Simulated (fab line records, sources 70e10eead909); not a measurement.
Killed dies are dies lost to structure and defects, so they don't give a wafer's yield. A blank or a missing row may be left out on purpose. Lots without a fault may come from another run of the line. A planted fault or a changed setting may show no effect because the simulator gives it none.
Which tool did it? | flow nand_harc | 13 lots, 39 wafers sampled, at 4 steps of a route of 1302

WHAT THE GAUGES READ, wafer by wafer
NHARC_HYBRID_BOND_OVL_MEAS_05. Usual: overlay_x_nm -2 nm, standard deviation 39; overlay_y_nm 0 nm, standard deviation 37.
lot  | measured     | on         | overlay_x_nm (nm) | overlay_y_nm (nm) | flag
L889 | day 23 08:40 | overlay-01 | 32 -9 -82         | 25 -7 6           |
L890 | day 24 00:12 | overlay-01 | 2 -15 -23         | 20 20 48          |
L892 | day 24 10:37 | overlay-02 | -7 -10 2          | 4 -128 20         |
L893 | day 24 23:01 | overlay-01 | 57 -20 -72        | -24 -40 53        |
L894 | day 25 16:16 | overlay-02 | -27 -6 -66        | -45 -13 -30       |
L895 | day 25 16:16 | overlay-01 | -33 -63 -65       | 41 -5 -67         |
L897 | day 27 06:49 | overlay-01 | 5 32 -31          | 84 8 67           |
L898 | day 27 06:49 | overlay-02 | 21 3 43           | 47 21 -19         |
L900 | day 27 20:52 | overlay-02 | -6 18 7           | -60 57 6          |
L903 | day 29 03:33 | overlay-02 | 17 2 -45          | 58 -33 -9         |
L905 | day 30 21:17 | overlay-01 | 65 23 -6          | -7 19 -8          |
L909 | day 31 16:04 | overlay-02 | -19 -9 -73        | -33 -40 -22       |
L912 | day 32 21:44 | overlay-01 | 27 23 -5          | -26 61 -3         |

NHARC_END_SORT_01. Usual: killed_at_array 60, standard deviation 21; killed_at_other 1.0, standard deviation 1.2; killed_at_periphery 4.2, standard deviation 2.8; killed_dies 65, standard deviation 20; killed_open 3.1, standard deviation 1.8; killed_short 2.6, standard deviation 1.6.
lot  | measured     | on        | killed_at_array | killed_at_other | killed_at_periphery | killed_dies | killed_open | killed_short | flag
L905 | day 31 15:32 | prober-02 | 124 80 91       | 0 0 0           | 8 4 6               | 132 84 97   | 4 2 3       | 1 4 4        |

WHICH TOOL RAN EACH LOT (tool, then ch and the chambers of the sampled wafers, then the start)
lot  | NHARC_A_SLIT_DEP_25             | NHARC_THIN_TSV_DEGAS_49
L889 | pecvd-04 ch 0,1,2, day 19 08:49 | pvd_sputter-01, day 23 15:31
L890 | pecvd-03 ch 0,1, day 19 21:05   | pvd_sputter-03, day 24 05:34
L892 | pecvd-03 ch 1,2, day 20 07:58   | pvd_sputter-01, day 24 16:10
L893 | pecvd-03 ch 1,2, day 21 01:51   | pvd_sputter-02, day 25 04:38
L894 | pecvd-03 ch 0,1,2, day 21 10:23 | pvd_sputter-02, day 25 23:07
L895 | pecvd-01 ch 1,2, day 21 10:25   | pvd_sputter-02, day 25 21:50
L897 | pecvd-04 ch 1,2, day 23 01:17   | pvd_sputter-03, day 27 13:39
L898 | pecvd-01 ch 0,1, day 23 07:14   | pvd_sputter-01, day 27 12:19
L900 | pecvd-01 ch 1,2, day 23 22:19   | pvd_sputter-03, day 28 03:37
L903 | pecvd-04 ch 0,1,2, day 24 22:47 | pvd_sputter-02, day 29 09:02
L905 | pecvd-03 ch 0,2, day 26 13:11   | pvd_sputter-03, day 31 02:49
L909 | pecvd-01 ch 0,1, day 27 09:12   | pvd_sputter-02, day 32 05:22
L912 | pecvd-01 ch 1,2, day 28 20:44   | pvd_sputter-02, day 33 03:17
- NHARC_A_SLIT_DEP_25: deposits SiO2, target thk 200 nm.
- NHARC_THIN_TSV_DEGAS_49: time 120 s.

WHAT THE TOOLS THEMSELVES READ (means of the sampled wafers that have a number; where no wafer has one, the mark that the record gives instead)
NHARC_A_SLIT_DEP_25. Usual: flow_sccm 2650 sccm, standard deviation 8; heater_power_outer_w 265 W, standard deviation 44; heater_power_w 502 W, standard deviation 66; throttle_valve_pct 16.0 %, standard deviation 0.42.
lot  | tool     | flow_sccm (sccm) | heater_power_outer_w (W) | heater_power_w (W) | throttle_valve_pct (%) | flag
L889 | pecvd-04 | 2642             | 255                      | 496                | 16.3                   |
L890 | pecvd-03 | 2654             | 257                      | 530                | 16.0                   |
L892 | pecvd-03 | 2648             | 263                      | 506                | 15.9                   |
L893 | pecvd-03 | 2654             | 295                      | 547                | 15.9                   |
L894 | pecvd-03 | 2644             | 275                      | 526                | 16.0                   |
L895 | pecvd-01 | 2649             | 276                      | 467                | 16.2                   |
L897 | pecvd-04 | 2652             | 303                      | 565                | 15.7                   |
L898 | pecvd-01 | 2654             | 266                      | 486                | 16.4                   |
L900 | pecvd-01 | 2645             | 226                      | 399                | 15.9                   |
L903 | pecvd-04 | 2650             | 255                      | 491                | 16.0                   |
L905 | pecvd-03 | 2652             | 280                      | 514                | 15.7                   |
L909 | pecvd-01 | 2644             | 212                      | 418                | 16.4                   |
L912 | pecvd-01 | 2652             | 263                      | 458                | 16.6                   |

NHARC_THIN_TSV_DEGAS_49. Usual: heater_power_w 460 W, standard deviation 57.
lot  | tool           | heater_power_w (W) | flag
L889 | pvd_sputter-01 | 504                |
L890 | pvd_sputter-03 | 466                |
L892 | pvd_sputter-01 | 524                |
L893 | pvd_sputter-02 | 432                |
L894 | pvd_sputter-02 | 407                |
L895 | pvd_sputter-02 | 436                |
L897 | pvd_sputter-03 | 494                |
L898 | pvd_sputter-01 | 490                |
L900 | pvd_sputter-03 | 504                |
L903 | pvd_sputter-02 | 402                |
L905 | pvd_sputter-03 | 475                |
L909 | pvd_sputter-02 | 412                |
L912 | pvd_sputter-02 | 403                |

THE ANSWER, worked out from the rows above alone
Rule: a lot is off if the mean of its wafers that have a number lies more than 3 standard deviations from the usual mean. A lot without any number at a reading at which 4 lots or more have one is off too. The other lots that the step has rows for count as sound. The gauges are gone through in route order, then the tools' own readings, and for those a lot's mean is taken as printed above. The first step at which some lot is off is used, and at that step the reading that is off furthest; a lot without a number counts as furthest.
No lot is off at any reading shown: from this, nothing can be told.

WHAT THE SIMULATOR HAD PUT IN
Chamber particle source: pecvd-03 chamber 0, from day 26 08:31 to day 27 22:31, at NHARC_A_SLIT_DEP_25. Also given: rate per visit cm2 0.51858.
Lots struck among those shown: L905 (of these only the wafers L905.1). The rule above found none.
